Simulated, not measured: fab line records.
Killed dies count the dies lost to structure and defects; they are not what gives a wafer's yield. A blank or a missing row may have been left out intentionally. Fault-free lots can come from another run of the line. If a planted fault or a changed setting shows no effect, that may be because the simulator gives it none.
Chamber matching    flow nand-harc    NHARC_A_CONTACT_DEP_24 on pecvd-02 has 3 sister chambers
The step deposits SiO2, target thk 500 nm. 3 wafers are shown with their chamber, then 7 later ones without.

WAFERS PAIRED WITH THEIR CHAMBERS
wafer   chamber  throttle-valve-pct (%)
L965.6  1        16.5
L968.1  2        16.9
L968.2  0        16.7

WAFERS WITH NO CHAMBER GIVEN
wafer   throttle-valve-pct (%)
L968.6  16.4
L981.2  16.5
L981.3  17.4
L981.5  16.4
L982.1  16.7
L982.2  17.4
L982.3  16.6

CHAMBER TAKEN BY EACH
wafer   from the rows above           in truth
L968.6  can't be placed: 1 or 0 or 2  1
L981.2  can't be placed: 1 or 0 or 2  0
L981.3  can't be placed: 2 or 0 or 1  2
L981.5  can't be placed: 1 or 0 or 2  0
L982.1  can't be placed: 0 or 1 or 2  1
L982.2  can't be placed: 2 or 0 or 1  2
L982.3  can't be placed: 0 or 1 or 2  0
Correctly placed: 0 of 7. Cannot be placed on the basis of these rows: 7; the candidates contain the true chamber in 7. 0 placed wrongly.
How it was worked out, from the rows above alone: a wafer's distance from a chamber is the root of the sum, over the readings, of the square of ((its reading less the chamber's mean) divided by the reading's scatter). If the next closest chamber is less than 2 further off than the closest, the wafer can't be placed; otherwise it belongs to the closest. For every chamber, the mean is computed from those of its wafers that are shown. The scatter: root of mean squared gap, hidden wafer to nearest shown wafer, with one shown wafer a chamber.
